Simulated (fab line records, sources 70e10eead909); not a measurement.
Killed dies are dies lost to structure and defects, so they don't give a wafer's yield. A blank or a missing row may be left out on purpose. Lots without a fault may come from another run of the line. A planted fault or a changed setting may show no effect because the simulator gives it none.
One fault seen from 2 desks | flow nand_harc | each desk has only its own numbers; what lay behind them comes last

THE METROLOGY DESK
What the gauges read, lot by lot, whatever tool the lot ran on: means of the sampled wafers that have a number. A lot is out of limits, marked OUT, if its mean lies more than 4 standard deviations from the usual mean; the brackets give that distance.
Columns: A = cd_nm at NHARC_P_GATE_CD_MEAS_59, usual 720.1 nm
lot  | first seen here | A
L709 | day 5 15:42     | 719.7
L710 | day 6 05:34     | 719.6
L712 | day 6 14:01     | 722.1
L716 | day 7 12:20     | 719.1
L715 | day 7 12:45     | 719.7
L717 | day 8 05:51     | 720.4
L718 | day 8 11:39     | 720.0
L720 | day 8 18:24     | 717.9
L721 | day 8 19:02     | 721.6
L728 | day 10 15:32    | 738.9 (+13) OUT
L730 | day 10 15:43    | 721.7
L729 | day 10 15:55    | 737.7 (+13) OUT
This desk's finding: out of limits on L728, L729; first on L728, day 10 15:32 (cd_nm at NHARC_P_GATE_CD_MEAS_59). In limits: L709, L710, L712, L716, L715, L717, L718, L720, L721, L730.

THE TOOL OWNER'S DESK: krf_scanner-01
The tool's own readings at NHARC_P_GATE_EXPOSE_56 (exposes mask P PSD, target cd 720 nm): means of the sampled wafers that have a number, for each lot that ran on this tool. A lot is out of limits, marked OUT, if its mean lies more than 4 standard deviations from the usual mean; the brackets give that distance.
Columns: A = exposure_dose_mJ_cm2 at NHARC_P_GATE_EXPOSE_56, usual 14.807; B = reticle_temp_C at NHARC_P_GATE_EXPOSE_56, usual 22.99 C
lot  | first seen here | A                | B
L709 | day 5 15:33     | 14.823           | 22.96
L718 | day 8 11:30     | 14.816           | 23.01
L720 | day 8 18:14     | 14.789           | 23.05
L728 | day 10 15:23    | 16.366 (+92) OUT | 23.01
L729 | day 10 15:46    | 16.350 (+91) OUT | 23.02
This desk's finding: out of limits on L728, L729; first on L728, day 10 15:23 (exposure_dose_mJ_cm2 at NHARC_P_GATE_EXPOSE_56). In limits: L709, L718, L720.

PUT TOGETHER
The tool owner's desk could have raised an alarm at day 10 15:23, on L728, L729.
The metrology desk could have raised an alarm at day 10 15:32, on L728, L729.
Of the lots named, all ran NHARC_P_GATE_EXPOSE_56 on krf_scanner-01.

WHAT THE SIMULATOR HAD PUT IN
Process parameter drift: krf_scanner-01, from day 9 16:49 on, at NHARC_P_GATE_EXPOSE_56. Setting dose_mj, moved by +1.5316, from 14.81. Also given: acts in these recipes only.
Lots struck among those shown: L728, L729.
Hours from the fault's start to each desk's first reading out of limits: the tool owner's desk, 23; the metrology desk, 23.
